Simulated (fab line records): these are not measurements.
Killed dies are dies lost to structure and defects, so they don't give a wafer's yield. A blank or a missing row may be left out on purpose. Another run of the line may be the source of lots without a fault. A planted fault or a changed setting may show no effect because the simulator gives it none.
fab line records	flow n5-finfet
[record] lots = 9	wafers = 25	last-day = 18
route steps=1938 shown BEOL_M4@1111 BEOL_M7@1277 PASSIVATION@1936
lots with no fault: from the same line, run without faults
start-h: hours from the record's opening day to when the first of the lot's shown wafers began	wait-h: how many hours have passed since the lot's step before this one	" repeats the value in the row above	L1.1+2: several wafers, shown together as one row	- either no value or no given start	* or withheld: withheld	< > ~ a bound
route shown NAME@n: NAME is a module with steps in the file, n the number in the route of the first one	usual: the fault-free wafers' mean and standard deviation	same: alike in all rows	chamber/n: place in a boat	sites: the reading at each site	_std_site: the values' standard deviation	_edge_site: mean of outer sites minus mean of inner sites	radius-mm: how far each site lies from the wafer's centre	mask NAME#n: copy n	behind: the tool/chamber that last shaped the wafer	hold: reason for holding the lot/hours on hold/outcome of the hold	device: which transistor (n, p or np) failed to switch	end of line: at the end of the route, the tests of the same wafers	a step given without rows: its recipe and nothing more	killed: not the wafer's yield, but the dies lost to structure and defects at the first sort	map: a wafer's dies, marking killed ones x, the rest . and places with no die _
set.NAME: the setting as run; set.NAME@STEP: as run at that earlier step	model.NAME: the simulator's own value behind a step, which no gauge read
steps of the route over a sample of lots; a table a step, a row a wafer
services: when a tool's chamber went out of use (start-h, in hours from the record's first day, below 0 if earlier), for how many hours, and the reason
[[steps]]
[step N5_BEOL_M4_RC_MEAS_101]
[usual] DIBL_N = 35.0/2.4	DIBL_P = 35.4/2.8	IOFF_N = 0.14/0.045	IOFF_P = 0.20/0.048	ION_N = 667/19	ION_P = 460/11	SS_N = 71.2/0.71	SS_P = 73.1/0.86	VT_N = 252/4.6	VT_P = -251/3.4
lot.wafer	tool	chamber	start-h	wait-h	DIBL_N[mV/V]	DIBL_P[mV/V]	IOFF_N[nA/um]	IOFF_P[nA/um]	ION_N[uA/um]	ION_P[uA/um]	SS_N[mV/dec]	SS_P[mV/dec]	VT_N[mV]	VT_P[mV]
L737.2	prober-01	0	172.25	0.2	33.3	34.5	0.13	0.18	651	451	70.5	73.0	249	-251
L737.3	"	0	"	"	31.0	32.4	0.10	0.16	664	467	70.0	72.4	253	-251
L737.5	"	0	"	"	35.2	38.2	0.17	0.25	688	481	70.3	73.1	246	-246
L740.3	prober-02	0	182.25	0.3	37.4	38.2	0.21	0.25	689	473	72.0	73.7	246	-248
L740.4	"	0	"	"	37.7	37.8	0.21	0.24	677	462	71.7	74.5	246	-248
L740.6	"	0	"	"	38.5	39.6	0.21	0.27	676	464	71.7	74.2	247	-248
L743.2	prober-02	0	208.28	0.2	42.5	42.8	0.35	0.39	724	490	73.3	75.2	239	-242
L743.3	"	0	"	"	38.6	37.4	0.20	0.24	685	470	71.9	74.0	246	-247
L743.4	"	0	"	"	32.1	28.8	0.09	0.13	630	441	70.5	70.5	260	-256
L745.1	prober-02	0	222.13	0.0	35.2	37.0	0.14	0.21	654	456	70.9	72.8	250	-251
L745.4	"	0	"	"	34.9	35.7	0.14	0.19	679	461	71.3	73.5	250	-250
L745.6	"	0	"	"	34.1	35.7	0.13	0.19	683	470	71.8	72.8	250	-251
L749.2	prober-02	0	238.89	0.2	34.3	35.8	0.14	0.20	673	469	71.1	73.4	251	-251
L749.3	"	0	"	"	32.4	33.3	0.12	0.17	661	462	70.8	72.3	253	-253
L749.6	"	0	"	"	35.7	38.3	0.16	0.24	665	465	71.5	73.6	250	-250
L754.2	prober-01	0	276.24	0.2	31.3	32.2	0.10	0.15	637	439	71.1	71.9	255	-255
L754.3	"	0	"	"	36.8	38.9	0.18	0.23	653	448	72.3	73.9	250	-253
L754.5	"	0	"	"	31.7	32.6	0.11	0.15	669	461	70.9	72.4	253	-256
L756.1	prober-02	0	276.89	0.3	39.2	41.4	0.22	0.33	688	483	71.9	74.8	243	-246
L756.2	"	0	"	"	34.4	30.3	0.11	0.14	631	437	71.8	72.3	258	-258
L756.3	"	0	"	"	37.5	36.4	0.17	0.21	666	456	71.4	74.4	249	-252
L759.2	prober-02	0	302.41	0.2	33.1	36.2	0.12	0.18	654	457	71.3	72.9	253	-251
L759.3	"	0	"	"	36.3	39.3	0.19	0.23	702	479	72.0	74.1	243	-248
L760.2	prober-01	0	311.42	0.2	34.6	35.6	0.14	0.20	681	471	70.7	73.5	251	-252
L760.6	"	0	"	"	33.8	34.3	0.11	0.17	656	450	70.9	73.0	256	-256
[step N5_BEOL_M7_OVL_MEAS_12]
[recipe] points-per-wafer = 44
[usual] M7_OVL = 0.3/0.71
lot.wafer	tool	chamber	start-h	wait-h	M7_OVL[nm]
L737.2	overlay-02	0	199.28	0.0	0.5
L737.3	"	0	"	"	1.3
L737.5	"	0	"	"	1.2
L740.3	overlay-02	0	207.98	0.0	0.2
L740.4	"	0	"	"	0.4
L740.6	"	0	"	"	0.5
L743.2	overlay-01	0	229.29	0.0	-1.5
L743.3	"	0	"	"	-0.4
L743.4	"	0	"	"	0.6
L745.1	overlay-01	0	244.44	0.0	-0.4
L745.4	"	0	"	"	0.6
L745.6	"	0	"	"	-0.1
L749.2	overlay-02	0	261.34	0.0	0.1
L749.3	"	0	"	"	-0.3
L749.6	"	0	"	"	0.4
L754.2	overlay-02	0	302.22	0.0	1.7
L754.3	"	0	"	"	0.7
L754.5	"	0	"	"	1.4
L756.1	overlay-02	0	302.27	0.0	-0.8
L756.2	"	0	"	"	0.9
L756.3	"	0	"	"	0.3
L759.2	overlay-01	0	332.27	0.0	-0.8
L759.3	"	0	"	"	-0.1
L760.2	overlay-02	0	337.65	0.0	-1.4
L760.6	"	0	"	"	-0.4
[step N5_BEOL_M7_HM_OPEN_17]
[recipe] chemistry = Cl2/BCl3	target-depth-a = 200	overetch-a = 60	target = TiN	mask-material = SOC	ion-energy-ev = 150	pressure-mtorr = 10	icp-w = 1000	bias-w = 126	Cl2_flow_sccm = 53.25	bcl3-flow-sccm = 21.75	Ar_flow_sccm = 25
[usual] drypump-motor-current-A = 6.1/0.35	mfc-cl2-sccm = 53.28/0.16	oes-product-au = 0.64/0.086	throttle-valve-pct = 22.12/0.22
lot.wafer	tool	chamber	start-h	wait-h	drypump-motor-current-A	mfc-cl2-sccm	oes-product-au	rf-hours-counter-h	throttle-valve-pct
L737.2	rie-metal-03	1	199.66	0.0	5.9	53.23	0.66	44	21.86
L737.3	"	0	"	"	6.5	52.96	0.51	-	22.68
L737.5	"	1	"	"	6.0	53.42	0.65	-	21.86
L740.3	rie-metal-02	1	208.57	0.1	6.3	53.53	0.58	-	22.24
L740.4	"	0	"	"	6.0	53.10	0.55	-	21.96
L740.6	"	1	"	"	6.2	53.28	0.57	-	22.24
L743.2	rie-metal-03	1	229.94	0.0	5.9	53.16	0.64	48	21.89
L743.3	"	1	"	"	5.9	53.37	0.65	-	21.88
L743.4	"	0	"	"	6.5	53.07	0.81	-	22.40
L745.1	rie-metal-03	1	244.82	0.0	6.0	53.52	0.55	50	22.08
L745.4	"	1	"	"	6.0	53.20	0.64	-	21.88
L745.6	"	0	"	"	6.5	53.29	0.65	-	22.62
L749.2	rie-metal-01	0	261.69	0.0	5.9	53.44	0.78	3	21.90
L749.3	"	1	"	"	5.4	53.12	0.61	-	22.09
L749.6	"	0	"	"	5.9	53.08	0.79	-	21.90
L754.2	rie-metal-02	1	302.63	0.1	6.3	53.28	0.55	-	22.27
L754.3	"	1	"	"	6.2	53.19	0.55	-	22.27
L754.5	"	1	"	"	6.3	53.33	0.55	-	22.29
L756.1	rie-metal-02	1	303.17	0.0	6.2	53.10	0.55	109	22.25
L756.2	"	1	"	"	6.2	53.42	0.56	-	22.25
L756.3	"	1	"	"	6.2	53.45	0.55	-	22.26
L759.2	rie-metal-03	0	332.60	0.0	6.5	53.24	0.74	10	22.42
L759.3	"	0	"	"	6.5	53.13	0.73	-	22.42
L760.2	rie-metal-03	0	337.99	0.0	6.5	53.35	0.75	11	22.42
L760.6	"	1	"	"	5.9	53.42	0.63	-	21.89
[step N5_BEOL_M7_VIA_ETCH_34]
[recipe] chemistry = C4F6/O2	target = SiCOH_lowk	target-depth-a = 1255	mask-material = SOC	taper-deg = 4	time-s = 50.5	ion-energy-ev = 250	pressure-mtorr = 30	source-w = 345	bias-w = 185	Ar_flow_sccm = 300	C4F6_flow_sccm = 10	O2_flow_sccm = 10
[usual] drypump-motor-current-A = 5.8/0.45	oes-product-au = 0.77/0.09	rf-vpp-V = 669/16	showerhead-plenum-p-Torr = 2.86/0.1	throttle-valve-pct = 20.84/0.29
lot.wafer	tool	chamber	start-h	wait-h	drypump-motor-current-A	oes-product-au	rf-hours-counter-h	rf-vpp-V	showerhead-plenum-p-Torr	throttle-valve-pct
L737.2	rie-diel-06	0	203.64	0.0	6.8	0.69	198	648	2.91	20.85
L737.3	"	2	"	"	6.1	0.69	195	692	2.71	21.31
L737.5	"	0	"	"	6.8	0.69	-	650	2.91	20.84
L740.3	rie-diel-06	0	209.54	0.0	6.8	0.69	200	648	2.91	20.85
L740.4	"	0	"	"	6.8	0.69	-	649	2.91	20.85
L740.6	"	2	"	"	6.2	0.69	-	691	2.71	21.31
L743.2	rie-diel-01	1	231.21	0.0	5.5	0.71	204	656	2.93	21.07
L743.3	"	0	"	"	5.7	0.87	46	672	2.91	20.41
L743.4	"	3	"	"	6.0	0.66	238	664	2.68	20.72
L745.1	rie-diel-02	1	245.87	0.0	5.8	0.33	49	692	3.01	20.35
L745.4	"	2	"	"	5.1	0.77	98	648	2.88	21.01
L745.6	"	2	"	"	5.1	0.30	-	649	2.88	20.86
L749.2	rie-diel-01	3	262.65	0.0	6.0	0.65	248	662	2.67	20.74
L749.3	"	2	"	"	5.4	0.70	239	690	2.70	20.90
L749.6	"	3	"	"	6.0	0.65	-	663	2.67	20.73
L754.2	rie-diel-02	0	303.71	0.0	5.8	0.66	226	678	2.89	20.72
L754.3	"	1	"	"	5.7	0.83	68	692	3.00	20.51
L754.5	"	2	"	"	5.1	0.76	-	649	2.87	21.03
L756.1	rie-diel-01	1	304.16	0.0	5.5	0.69	231	656	2.91	21.10
L756.2	"	3	"	"	6.0	0.93	7	674	3.00	20.33
L756.3	"	0	"	"	5.6	0.82	74	672	2.89	20.46
L759.2	rie-diel-01	3	333.39	0.0	6.1	0.91	15	673	3.00	20.36
L759.3	"	2	"	"	5.4	1.00	3	703	3.03	20.47
L760.2	rie-diel-01	3	339.07	0.0	6.0	0.90	18	674	3.00	20.35
L760.6	"	1	"	"	5.5	0.69	-	656	2.91	21.13
[step N5_BEOL_M7_OCD_MEAS_38]
[usual] trench-depth-nm = 91.0/1.8
lot.wafer	tool	chamber	start-h	wait-h	trench-depth-nm
L737.2	ocd-02	-	203.89	-	88.0
L737.3	"	-	"	"	90.0
L737.5	"	-	"	"	88.7
L740.3	ocd-02	-	209.80	-	87.7
L740.4	"	-	"	"	87.3
L740.6	"	-	"	"	90.4
L743.2	ocd-02	-	231.46	-	91.0
L743.3	"	-	"	"	91.6
L743.4	"	-	"	"	88.3
L745.1	ocd-01	-	246.12	-	0.1
L745.4	"	-	"	"	90.5
L745.6	"	-	"	"	-
L749.2	ocd-01	-	262.90	-	87.0
L749.3	"	-	"	"	92.9
L749.6	"	-	"	"	87.8
L754.2	ocd-01	-	303.96	-	88.2
L754.3	"	-	"	"	90.7
L754.5	"	-	"	"	89.7
L756.1	ocd-02	-	304.41	-	92.4
L756.2	"	-	"	"	92.5
L756.3	"	-	"	"	92.9
L759.2	ocd-02	-	333.64	-	90.6
L759.3	"	-	"	"	94.7
L760.2	ocd-02	-	339.32	-	91.1
L760.6	"	-	"	"	91.4
[step N5_BEOL_M7_CD_MEAS_35]
[recipe] target-cd-nm = 40	polarity = opening
[usual] cd-nm = 40.2/0.7
lot.wafer	tool	chamber	start-h	wait-h	cd-nm
L737.2	cd-sem-01	-	204.05	0.0	41.0
L737.3	"	-	"	"	39.5
L737.5	"	-	"	"	41.7
L740.3	cd-sem-03	-	209.96	0.0	40.4
L740.4	"	-	"	"	39.8
L740.6	"	-	"	"	41.0
L743.2	cd-sem-02	-	231.62	0.0	39.3
L743.3	"	-	"	"	41.1
L743.4	"	-	"	"	40.0
L745.1	cd-sem-03	-	246.28	0.0	-
L745.4	"	-	"	"	39.6
L745.6	"	-	"	"	-
L749.2	cd-sem-02	-	263.05	0.0	40.8
L749.3	"	-	"	"	40.3
L749.6	"	-	"	"	40.0
L754.2	cd-sem-01	-	304.11	0.0	39.8
L754.3	"	-	"	"	38.6
L754.5	"	-	"	"	39.0
L756.1	cd-sem-03	-	304.56	0.0	40.0
L756.2	"	-	"	"	41.6
L756.3	"	-	"	"	40.2
L759.2	cd-sem-01	-	333.80	0.0	40.6
L759.3	"	-	"	"	40.8
L760.2	cd-sem-01	-	339.48	0.0	40.6
L760.6	"	-	"	"	39.9
[step N5_BEOL_M7_CURE_75]
[recipe] temp-c = 370	time-s = 120	ambient = DMADMS/He	material = SiCOH_lowk
[usual] lamp-power-pct = 52.31/0.055	wafer_temp_C_max = 371.7/0.62
lot.wafer	tool	chamber	start-h	wait-h	lamp-power-pct	wafer_temp_C_max
L737.2	uv-cure-02	1	204.19	0.1	52.26	370.6
L737.3	"	1	"	"	52.27	371.6
L737.5	"	1	"	"	52.34	372.0
L740.3	uv-cure-03	2	210.10	0.1	52.26	372.5
L740.4	"	2	"	"	52.33	372.6
L740.6	"	2	"	"	52.35	373.4
L743.2	uv-cure-02	0	231.90	0.3	52.33	371.9
L743.3	"	0	"	"	52.35	371.8
L743.4	"	0	"	"	52.28	372.1
L745.1	uv-cure-01	0	246.32	0.0	52.36	371.5
L745.4	"	0	"	"	52.32	370.8
L745.6	"	0	"	"	52.39	371.5
L749.2	uv-cure-02	1	263.26	0.2	52.35	371.2
L749.3	"	1	"	"	52.30	371.5
L749.6	"	1	"	"	52.32	372.0
L754.2	uv-cure-01	2	304.20	0.1	52.24	371.5
L754.3	"	2	"	"	52.27	372.1
L754.5	"	2	"	"	52.30	371.3
L756.1	uv-cure-03	1	304.60	0.0	52.31	371.6
L756.2	"	1	"	"	52.38	371.3
L756.3	"	1	"	"	52.29	371.3
L759.2	uv-cure-03	1	333.89	0.1	52.46	371.2
L759.3	"	1	"	"	52.36	371.1
L760.2	uv-cure-03	1	339.62	0.1	52.32	371.5
L760.6	"	1	"	"	52.43	371.1
[step N5_BEOL_M7_DEGAS_44]
[recipe] ambient = vacuum	temp-c = 250	time-s = 60
[usual] heater-power-w = 347/40
lot.wafer	tool	chamber	start-h	wait-h	heater-power-w
L737.2	pvd-sputter-02	-	204.58	0.3	408
L737.3	"	-	"	"	365
L737.5	"	-	"	"	413
L740.3	pvd-sputter-02	-	210.55	0.4	418
L740.4	"	-	"	"	370
L740.6	"	-	"	"	359
L743.2	pvd-sputter-03	-	232.65	0.7	308
L743.3	"	-	"	"	420
L743.4	"	-	"	"	398
L745.1	pvd-sputter-03	-	246.79	0.4	311
L745.4	"	-	"	"	349
L745.6	"	-	"	"	395
L749.2	pvd-sputter-01	-	263.76	0.4	263
L749.3	"	-	"	"	363
L749.6	"	-	"	"	259
L754.2	pvd-sputter-02	-	304.56	0.3	324
L754.3	"	-	"	"	363
L754.5	"	-	"	"	346
L756.1	pvd-sputter-03	-	304.96	0.3	314
L756.2	"	-	"	"	418
L756.3	"	-	"	"	392
L759.2	pvd-sputter-02	-	334.31	0.4	397
L759.3	"	-	"	"	345
L760.2	pvd-sputter-02	-	340.47	0.7	346
L760.6	"	-	"	"	352
[step N5_PASSIVATION_PROBE_49]
[usual] defect-limited-yield = 91.7/1.4	killed_at_M0_to_M3 = 32/9.7	killed_at_M4_up = 14/5.5	killed-at-contacts = 13/6.1	killed-at-front-end = 35/10	killed-at-other = 4.2/2.9	killed-dies = 98/17	killed-on-rim = 13/4.2	killed-open = 63/12	killed-short = 32/7.7	sort_bin_4_leakage = 0.0/0.33	sort_bin_5_function = 4.8/0.9	sort_bin_6_memory = 3.1/0.63	sort_bin_8_speed = 1/3.3	sort-n-pass = 1073/41
[same] gross-dies = 1180	killed-at-back-side = 0
lot.wafer	tool	chamber	start-h	wait-h	defect-limited-yield[%]	killed_at_M0_to_M3	killed_at_M4_up	killed-at-contacts	killed-at-front-end	killed-at-other	killed-dies	killed-on-rim	killed-open	killed-short	sort_bin_4_leakage[%]	sort_bin_5_function[%]	sort_bin_6_memory[%]	sort_bin_8_speed[%]	sort-n-pass
L737.2	prober-02	-	276.64	0.3	88.8	32	20	18	55	7	132	21	76	49	0	5.5	4.7	0	1048
L737.3	prober-02	-	276.69	0.4	89.6	34	23	4	61	1	123	14	82	39	0	5.9	3.9	0	1057
L737.5	prober-02	-	276.79	0.5	88.8	40	38	11	43	0	132	18	91	39	0	6.5	4.4	0	1048
L740.3	prober-01	-	287.71	0.1	92.5	39	11	11	25	3	89	13	56	29	0	3.9	3.2	0	1091
L740.4	prober-01	-	287.76	0.2	90.5	45	15	16	25	11	112	13	80	27	0	5.4	3.9	0	1068
L740.6	prober-01	-	287.86	0.3	91.2	41	9	10	39	5	104	19	68	35	0	5.3	3.2	0	1076
L743.2	prober-02	-	304.71	0.1	89.8	35	26	10	41	8	120	18	72	47	3.5	5.3	4.4	0	1019
L743.3	prober-02	-	304.76	0.1	89.8	38	22	4	53	3	120	13	78	42	0	5.9	3.9	0	1060
L743.4	prober-02	-	304.81	0.2	91.6	25	22	12	38	2	99	14	56	41	0	5.3	2.6	9	970
L745.1	prober-02	-	324.11	0.0	0	25	1103	16	36	0	1180	152	66	23	0	97.2	2.6	0	0
L745.4	prober-02	-	324.26	0.2	92.6	41	13	8	19	6	87	13	50	34	0	5.0	2.1	0	1093
L745.6	prober-02	-	324.36	0.3	0	34	1116	10	17	3	1180	152	48	24	0	96.9	3.0	0	0
L749.2	prober-02	-	346.93	0.1	90.0	48	15	11	43	1	118	15	66	48	0	5.8	3.4	0	1062
L749.3	prober-02	-	346.98	0.1	93.7	20	16	7	29	2	74	11	47	24	0	4.0	2.0	0	1106
L749.6	prober-02	-	347.13	0.3	92.5	34	11	15	29	0	89	12	54	34	0	3.9	3.1	0	1091
L756.1	prober-02	-	383.03	0.0	90.5	42	9	15	43	3	112	16	75	37	0	5.6	3.5	0	1068
L756.2	prober-02	-	383.08	0.1	91.9	35	12	9	36	3	95	23	61	34	0	5.1	2.7	12	948
L756.3	prober-02	-	383.13	0.1	91.9	34	9	3	46	3	95	9	56	37	0	3.7	3.7	0	1085
L754.2	prober-01	-	383.24	0.1	92.1	25	14	16	32	6	93	14	56	34	0	4.2	3.5	1	1078
L754.3	prober-01	-	383.29	0.1	90.7	27	15	8	51	9	110	19	73	35	0	5.3	3.6	0	1070
L754.5	prober-01	-	383.39	0.2	89.2	48	17	3	55	5	128	18	76	47	0	6.3	4.2	0	1052
L759.2	prober-01	-	414.82	0.1	93.1	32	5	15	24	5	81	10	56	23	0	4.2	2.4	0	1099
L759.3	prober-01	-	414.87	0.1	90.8	33	13	12	47	3	108	22	60	38	0	5.1	3.1	0	1072
L760.2	prober-02	-	427.49	0.1	92.7	23	9	9	41	4	86	10	56	28	0	4.5	2.8	0	1094
L760.6	prober-02	-	427.69	0.3	92.1	28	5	10	49	1	93	12	49	37	0	4.7	2.5	0	1087
// killed by level:class
L737.2 MOL_CONTACT_COAG:geometric-particle:open=16 BEOL_M4:geometric-particle:open=13 FIN_SAQP:geometric-particle:open=11 FIN_SAQP:geometric-particle:short=10 BEOL_M2:geometric-particle:open=8 HKMG_FIN:area-etch=7 BEOL_M2:geometric-particle:short=6 ILD0:geometric-particle:short=5
L737.3 STI_FIN_REVEAL:geometric-particle:open=19 FIN_SAQP:geometric-particle:open=18 BEOL_M0_SAQP:geometric-particle:short=12 BEOL_M4:geometric-particle:open=10 FIN_SAQP:geometric-particle:short=9 BEOL_M0_SAQP:geometric-particle:open=5 BEOL_M2:geometric-particle:open=5 BEOL_M3:geometric-particle:open=4
L737.5 BEOL_M4:geometric-particle:open=28 BEOL_M2:geometric-particle:open=13 MOL_CONTACT_COAG:geometric-particle:open=10 FIN_SAQP:geometric-particle:short=9 BEOL_M0_SAQP:geometric-particle:short=8 STI_FIN_REVEAL:geometric-particle:open=7 BEOL_M0_SAQP:geometric-particle:open=7 BEOL_M3:geometric-particle:open=5
L740.3 BEOL_M0_SAQP:geometric-particle:short=10 BEOL_M0_SAQP:geometric-particle:open=9 MOL_CONTACT_COAG:geometric-particle:open=8 FIN_SAQP:geometric-particle:open=6 BEOL_M3:geometric-particle:open=6 STI_FIN_REVEAL:geometric-particle:open=5 BEOL_M2:geometric-particle:open=4 BEOL_M0:geometric-particle:open=4
L740.4 MOL_CONTACT_COAG:geometric-particle:open=15 BEOL_M0_SAQP:geometric-particle:open=13 BEOL_M2:geometric-particle:open=9 STI_FIN_REVEAL:geometric-particle:open=6 BEOL_M0_SAQP:geometric-particle:short=6 BEOL_M1:geometric-particle:open=6 BEOL_M4:geometric-particle:open=4 STARTING-WAFER:geometric-particle:short=4
L740.6 FIN_SAQP:geometric-particle:open=10 STI_FIN_REVEAL:geometric-particle:open=9 MOL_CONTACT_COAG:geometric-particle:open=8 BEOL_M0_SAQP:geometric-particle:open=8 BEOL_M2:geometric-particle:open=8 BEOL_M0_SAQP:geometric-particle:short=7 BEOL_M1:geometric-particle:open=6 FIN_SAQP:geometric-particle:short=4
L743.2 FIN_SAQP:geometric-particle:short=13 BEOL_M1:geometric-particle:open=8 BEOL_M2:geometric-particle:open=8 BEOL_M4:geometric-particle:open=8 DUMMY_GATE:geometric-particle:open=7 MOL_CONTACT_COAG:geometric-particle:open=7 BEOL_M4:geometric-particle:short=7 FIN_SAQP:geometric-particle:open=6
L743.3 FIN_SAQP:geometric-particle:open=20 FIN_SAQP:geometric-particle:short=19 BEOL_M3:geometric-particle:open=10 BEOL_M4:geometric-particle:open=8 BEOL_M1:geometric-particle:open=6 BEOL_M4:geometric-particle:short=6 BEOL_M0_SAQP:geometric-particle:short=5 BEOL_M0_SAQP:geometric-particle:open=5
L743.4 FIN_SAQP:geometric-particle:open=12 FIN_SAQP:geometric-particle:short=10 MOL_CONTACT_COAG:geometric-particle:open=10 BEOL_M4:geometric-particle:open=8 BEOL_M0_SAQP:geometric-particle:short=7 BEOL_M4:geometric-particle:short=7 BEOL_M1:geometric-particle:open=6 BEOL_M2:geometric-particle:open=5
L745.1 BEOL_M7:area-open=1086 MOL_CONTACT_COAG:geometric-particle:open=15 BEOL_M2:geometric-particle:open=9 STI_FIN_REVEAL:geometric-particle:open=9 FIN_SAQP:geometric-particle:open=6 BEOL_M0_SAQP:geometric-particle:open=6 BEOL_M4:geometric-particle:open=6 FIN_SAQP:geometric-particle:short=5
L745.4 BEOL_M2:geometric-particle:open=11 BEOL_M0_SAQP:geometric-particle:open=7 BEOL_M0_SAQP:geometric-particle:short=7 MOL_CONTACT_COAG:geometric-particle:open=6 BEOL_M3:geometric-particle:open=6 BEOL_M4:geometric-particle:open=6 BEOL_M3:geometric-particle:short=5 GATE_CUT:geometric-particle:short=4
L745.6 BEOL_M7:area-open=1104 MOL_CONTACT_COAG:geometric-particle:open=8 BEOL_M3:geometric-particle:open=7 BEOL_M1:geometric-particle:open=6 BEOL_M2:geometric-particle:open=6 BEOL_M0_SAQP:geometric-particle:open=5 BEOL_M0_SAQP:geometric-particle:short=5 STARTING-WAFER:geometric-particle:short=5
L749.2 BEOL_M0_SAQP:geometric-particle:short=14 BEOL_M0_SAQP:geometric-particle:open=13 FIN_SAQP:geometric-particle:short=11 MOL_CONTACT_COAG:geometric-particle:open=8 BEOL_M2:geometric-particle:open=8 FIN_SAQP:geometric-particle:open=7 BEOL_M4:geometric-particle:open=7 STI_FIN_REVEAL:geometric-particle:open=6
L749.3 STI_FIN_REVEAL:geometric-particle:open=13 MOL_CONTACT_COAG:geometric-particle:open=6 BEOL_M0_SAQP:geometric-particle:open=4 BEOL_M0_SAQP:geometric-particle:short=4 BEOL_M3:geometric-particle:open=4 BEOL_M4:geometric-particle:short=4 DUMMY_GATE:geometric-particle:open=3 GATE_CUT:geometric-particle:short=3
L749.6 MOL_CONTACT_COAG:geometric-particle:open=13 BEOL_M1:geometric-particle:open=8 DUMMY_GATE:geometric-particle:open=6 GATE_CUT:geometric-particle:short=6 BEOL_M0_SAQP:geometric-particle:open=5 BEOL_M0_SAQP:geometric-particle:short=5 BEOL_M1:geometric-particle:short=5 BEOL_M3:geometric-particle:open=5
L756.1 FIN_SAQP:geometric-particle:short=15 MOL_CONTACT_COAG:geometric-particle:open=13 FIN_SAQP:geometric-particle:open=12 BEOL_M0_SAQP:geometric-particle:open=12 BEOL_M0_SAQP:geometric-particle:short=9 STI_FIN_REVEAL:geometric-particle:open=7 BEOL_M3:geometric-particle:open=6 BEOL_M1:geometric-particle:open=5
L756.2 BEOL_M0_SAQP:geometric-particle:open=11 BEOL_M0_SAQP:geometric-particle:short=11 FIN_SAQP:geometric-particle:open=10 BEOL_M0:geometric-particle:open=8 FIN_SAQP:geometric-particle:short=7 MOL_CONTACT_COAG:geometric-particle:open=6 BEOL_M5:geometric-particle:open=4 STARTING-WAFER:geometric-particle:open=4
L756.3 BEOL_M0_SAQP:geometric-particle:open=12 FIN_SAQP:geometric-particle:short=9 FIN_SAQP:geometric-particle:open=9 GATE_CUT:geometric-particle:short=6 BEOL_M0:geometric-particle:open=5 DUMMY_GATE:geometric-particle:open=4 BEOL_M1:geometric-particle:open=4 STI_FIN_REVEAL:geometric-particle:open=3
L754.2 MOL_CONTACT_COAG:geometric-particle:open=13 STI_FIN_REVEAL:geometric-particle:open=9 BEOL_M0_SAQP:geometric-particle:short=8 DUMMY_GATE:geometric-particle:open=7 BEOL_M1:geometric-particle:open=5 FIN_SAQP:geometric-particle:short=4 BEOL_M1:geometric-particle:short=4 BEOL_M4:geometric-particle:open=4
L754.3 STI_FIN_REVEAL:geometric-particle:open=26 BEOL_M1:geometric-particle:open=9 BEOL_M4:geometric-particle:open=7 BEOL_M0_SAQP:geometric-particle:open=6 FIN_SAQP:geometric-particle:open=4 STI_FIN_REVEAL:geometric-particle:short=4 GATE_CUT:geometric-particle:short=4 MOL_CONTACT_COAG:geometric-particle:open=4
L754.5 STI_FIN_REVEAL:geometric-particle:open=18 BEOL_M0_SAQP:geometric-particle:open=12 BEOL_M0_SAQP:geometric-particle:short=11 BEOL_M2:geometric-particle:open=8 DUMMY_GATE:geometric-particle:open=7 GATE_CUT:geometric-particle:short=6 BEOL_M2:geometric-particle:short=5 STI_FIN_REVEAL:geometric-particle:short=4
L759.2 MOL_CONTACT_COAG:geometric-particle:open=12 BEOL_M0_SAQP:geometric-particle:open=12 BEOL_M2:geometric-particle:open=6 STI_FIN_REVEAL:geometric-particle:open=5 GATE_CUT:geometric-particle:short=4 BEOL_M0_SAQP:geometric-particle:short=4 FIN_SAQP:geometric-particle:short=3 MOL_CONTACT_COAG:geometric-particle:short=3
L759.3 BEOL_M3:geometric-particle:open=9 FIN_SAQP:geometric-particle:short=8 MOL_CONTACT_COAG:geometric-particle:open=8 HKMG_FIN:area-etch=8 BEOL_M1:geometric-particle:open=7 FIN_SAQP:geometric-particle:open=6 GATE_CUT:geometric-particle:short=6 BEOL_M0_SAQP:geometric-particle:open=5
L760.2 STI_FIN_REVEAL:geometric-particle:open=10 FIN_SAQP:geometric-particle:short=9 BEOL_M0_SAQP:geometric-particle:short=9 MOL_CONTACT_COAG:geometric-particle:open=7 BEOL_M0_SAQP:geometric-particle:open=7 FIN_SAQP:geometric-particle:open=6 DUMMY_GATE:geometric-particle:open=5 BEOL_M2:geometric-particle:open=4
L760.6 FIN_SAQP:geometric-particle:open=13 FIN_SAQP:geometric-particle:short=12 MOL_CONTACT_COAG:geometric-particle:open=7 BEOL_M0_SAQP:geometric-particle:short=7 BEOL_M0_SAQP:geometric-particle:open=6 BEOL_M2:geometric-particle:open=6 BEOL_M1:geometric-particle:open=4 STARTING-WAFER:geometric-particle:short=4
[[services]]
tool	chamber	start-h	hours	kind
rie-diel-02	1	176.33	5.3	repair
rie-diel-01	3	198.80	7.3	repair
rie-metal-03	0	201.74	-	clean
rie-metal-03	0	201.74	13.0	scheduled-down
rie-metal-03	0	201.74	13.0	vent-cycle
rie-diel-01	3	211.77	18.5	repair
uv-cure-01	-	216.13	1.7	repair
rie-metal-02	-	228.82	4.3	pm
uv-cure-02	-	253.89	2.1	pm
uv-cure-01	-	260.34	14.6	pm
rie-metal-01	-	265.34	0.9	repair
rie-diel-01	3	268.96	-	clean
rie-diel-01	3	268.96	-	consumable-replace:focus-ring
rie-diel-01	3	268.96	-	consumable-replace:showerhead
rie-diel-01	3	268.96	16.1	scheduled-down
rie-diel-01	3	268.96	16.1	vent-cycle
rie-metal-03	-	304.13	0.5	repair
uv-cure-02	-	307.17	14.6	pm
rie-diel-06	2	307.54	9.9	repair
uv-cure-01	-	317.44	7.5	pm
uv-cure-02	-	323.12	4.5	pm
rie-diel-06	3	329.67	5.2	repair
rie-metal-01	1	335.49	6.8	repair
rie-diel-06	2	339.05	4.8	repair
[[key]]
[first-sign] step = N5_BEOL_M7_VIA_ETCH_34	reading = oes-product-au	direction = down	sigmas = 5	usual = 0.77	struck = 0.32
[effect] step = N5_BEOL_M7_OCD_MEAS_38	reading = trench-depth-nm	direction = missing
[effect] step = N5_BEOL_M7_CD_MEAS_35	reading = cd-nm	direction = missing
[effect] step = N5_PASSIVATION_PROBE_49	reading = killed_at_M4_up	direction = up	sigmas = 99+	usual = 14	struck = 1110
[more-kills-born-at] N5_BEOL_M7_HM_OPEN_17@rie-metal-03 = 2190
met-at N5_BEOL_M7_HM_OPEN_17
struck-lots L745
struck-wafers L745.1,L745.6
later-rows-left-out L745.1,L745.6
not-acting-at N5_BEOL_M7_OVL_MEAS_12,N5_BEOL_M7_CURE_75,N5_BEOL_M7_DEGAS_44
onset-between 229.94 244.82
[fault] kind = process-parameter-drift	tool = rie-metal-03	chamber = -	onset-h = 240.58	steps = N5_BEOL_M7_HM_OPEN_17	channel = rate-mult	offset = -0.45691	shape = step	end-h = 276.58	scope = struck-wafers-only
// later-rows-left-out: the simulator's readings of these wafers behind a module that went badly wrong aren't trusted and aren't shown, but for the sort
